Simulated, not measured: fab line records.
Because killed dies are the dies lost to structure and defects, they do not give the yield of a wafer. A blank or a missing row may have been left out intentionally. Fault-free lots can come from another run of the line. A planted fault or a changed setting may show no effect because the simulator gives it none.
Chamber matching    flow n5Finfet    N5_FIN_SAQP_ETCH_52 on rieDiel-06: 4 sister chambers
The step etches SOC in N2/H2, target depth 100 nm, overetch 20 nm, time 150 s. 4 wafers are shown with their chamber, then 9 later ones without.

WAFERS PAIRED WITH THEIR CHAMBERS
wafer   chamber  showerheadPlenumPTorr (Torr)
L081.6  0        2.63
L089.2  3        2.42
L089.5  1        2.55
L089.6  2        2.41

WAFERS WHOSE CHAMBER IS MISSING
wafer   showerheadPlenumPTorr (Torr)
L091.1  2.41
L091.2  2.42
L091.6  2.41
L093.2  2.54
L093.5  2.54
L093.6  2.41
L097.1  2.61
L097.2  2.54
L097.5  2.41

WHICH CHAMBER EACH WENT THROUGH
wafer   from the rows above      in truth
L091.1  can't be placed: 2 or 3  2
L091.2  can't be placed: 3 or 2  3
L091.6  can't be placed: 2 or 3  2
L093.2  1                        1
L093.5  1                        1
L093.6  can't be placed: 2 or 3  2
L097.1  0                        0
L097.2  1                        1
L097.5  can't be placed: 2 or 3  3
Correct placement for 4 of the 9. Can't be placed from these rows: 5 (the true chamber is among the candidates in 5). Number placed wrongly: 0.
How it was worked out, from the rows above alone: a wafer's distance from a chamber is the root of the sum, over the readings, of the square of ((its reading less the chamber's mean) divided by the reading's scatter). The wafer belongs to the nearest chamber; if the next one is less than 2 further off, it can't be placed. Each chamber's mean is taken over the wafers shown for it. The scatter: with one shown wafer a chamber, the root of the mean of the squares of how far each hidden wafer lies from its nearest shown one.
